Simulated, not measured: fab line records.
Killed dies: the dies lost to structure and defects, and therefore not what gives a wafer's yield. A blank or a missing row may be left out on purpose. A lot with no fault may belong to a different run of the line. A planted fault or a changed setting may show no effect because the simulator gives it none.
Lot-split experiment -- flow n5Finfet -- 39 wafers read across 7 lots, on a route 1938 steps long

## THE SPLIT ITSELF
At N5_MOL_CONTACT_COAG_ETCH_105 (etches SiARC in CF4, target depth 15.6 nm, time 26 s), the setting biasW was moved away from the recipe's 36 W on 15 of the 39 wafers read, by -12.1% to +17.1%. For the rest of the wafers, this setting stayed at what the recipe calls for.

Reading taken at the split's own step.

## THE READING
rfVppV, in V, at N5_MOL_CONTACT_COAG_ETCH_105 (etches SiARC in CF4, target depth 15.6 nm, time 26 s). Fault-free wafers of this fab line usually give 184.0 V, standard deviation 1.3 V.

wafer,"tool, chamber at the split","biasW as run, W",against the recipe,"rfVppV, V",against lot-mates on the recipe
L075.1,"rieDiel-06, 2",36,recipe,185.2,-
L075.2,"rieDiel-06, 3",39.07,+8.5%,192.4,+8.0
L075.3,"rieDiel-06, 1",36,recipe,184.3,-
L075.4,"rieDiel-06, 0",39.07,+8.5%,192.6,+8.2
L075.5,"rieDiel-06, 3",39.07,+8.5%,193.2,+8.8
L075.6,"rieDiel-06, 2",36,recipe,183.6,-
L079.1,"rieDiel-05, 3",42.15,+17.1%,202.3,+18.0
L079.2,"rieDiel-05, 2",36,recipe,185.3,-
L079.3,"rieDiel-05, 1",36,recipe,184.9,-
L079.4,"rieDiel-05, 0",42.15,+17.1%,205.2,+20.9
L079.5,"rieDiel-05, 3",42.15,+17.1%,204.3,+20.0
L079.6,"rieDiel-05, 2",36,recipe,182.6,-
L082.1,"rieDiel-06, 3",31.64,-12.1%,168.2,-15.5
L082.2,"rieDiel-06, 0",31.64,-12.1%,168.9,-14.8
L082.3,"rieDiel-06, 2",36,recipe,183.8,-
L082.4,"rieDiel-06, 2",31.64,-12.1%,168.9,-14.8
L082.5,"rieDiel-06, 0",36,recipe,183.3,-
L082.6,"rieDiel-06, 3",36,recipe,184.0,-
L084.1,"rieDiel-06, 1",36,recipe,184.2,-
L084.2,"rieDiel-06, 2",36,recipe,185.7,-
L084.3,"rieDiel-06, 0",36,recipe,182.8,-
L084.4,"rieDiel-06, 0",36,recipe,183.5,-
L084.5,"rieDiel-06, 1",36,recipe,184.5,-
L084.6,"rieDiel-06, 2",36,recipe,184.5,-
L086.1,"rieDiel-04, 3",36,recipe,183.4,-
L086.2,"rieDiel-04, 0",36,recipe,184.8,-
L086.4,"rieDiel-04, 2",36,recipe,185.5,-
L087.1,"rieDiel-06, 2",40.19,+11.6%,196.9,+13.6
L087.2,"rieDiel-06, 1",36,recipe,184.0,-
L087.3,"rieDiel-06, 0",36,recipe,183.0,-
L087.4,"rieDiel-06, 2",40.19,+11.6%,195.8,+12.5
L087.5,"rieDiel-06, 1",40.19,+11.6%,198.9,+15.6
L087.6,"rieDiel-06, 0",36,recipe,183.0,-
L095.1,"rieDiel-06, 2",36,recipe,183.9,-
L095.2,"rieDiel-06, 3",36,recipe,186.7,-
L095.3,"rieDiel-06, 0",33.38,-7.3%,174.9,-10.6
L095.4,"rieDiel-06, 1",33.38,-7.3%,172.7,-12.8
L095.5,"rieDiel-06, 3",36,recipe,185.9,-
L095.6,"rieDiel-06, 0",33.38,-7.3%,174.8,-10.7

THE FIT
A straight line over all 39 wafers: rfVppV changes by +1.19 V for each +1% of biasW; r = +0.99; the points scatter about the line by 1.2 V.
The same after taking each lot's own level away (the mean of its wafers on the recipe; 39 wafers): +1.2 V for each +1%; r = +0.99; scatter 1.2 V.
That fit puts the effect of the largest move of biasW on the reading at 21 V.
The span of the lots' own levels, 183.33 to 185.50 V, comes to 1.7 times the standard deviation stated above.
Hence the lot-to-lot level has little effect on the slope; both slopes agree.
Check: +20.4 V against its lot-mates is what the line predicts for one of the wafers moved furthest among these (+17.1%) when that wafer is left out of the fit. Against them it came out at +18 V.
Tool readings at the split's step, against how far the setting was moved: rfVppV r = +0.99.

## OTHER SPLITS APPLIED TO THESE WAFERS
Note: prior to the reading, these wafers also went through further splits. Each is held against what the fit with the lots' levels taken away leaves over:
other split on the same wafers,wafers away from the commonest value,r with rfVppV (lot level and that fit taken away)
N5_ZERO_LAYER_PECVD_02 targetThkA,12,-0.14
N5_DUMMY_GATE_ETCH_32 timeS,15,-0.11
N5_SD_EPI_P_EPI_21 tempC,15,+0.29

## THE FILE'S OWN FIT
rfVppV changes by +1.19 V for each +1% of biasW, r = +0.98.
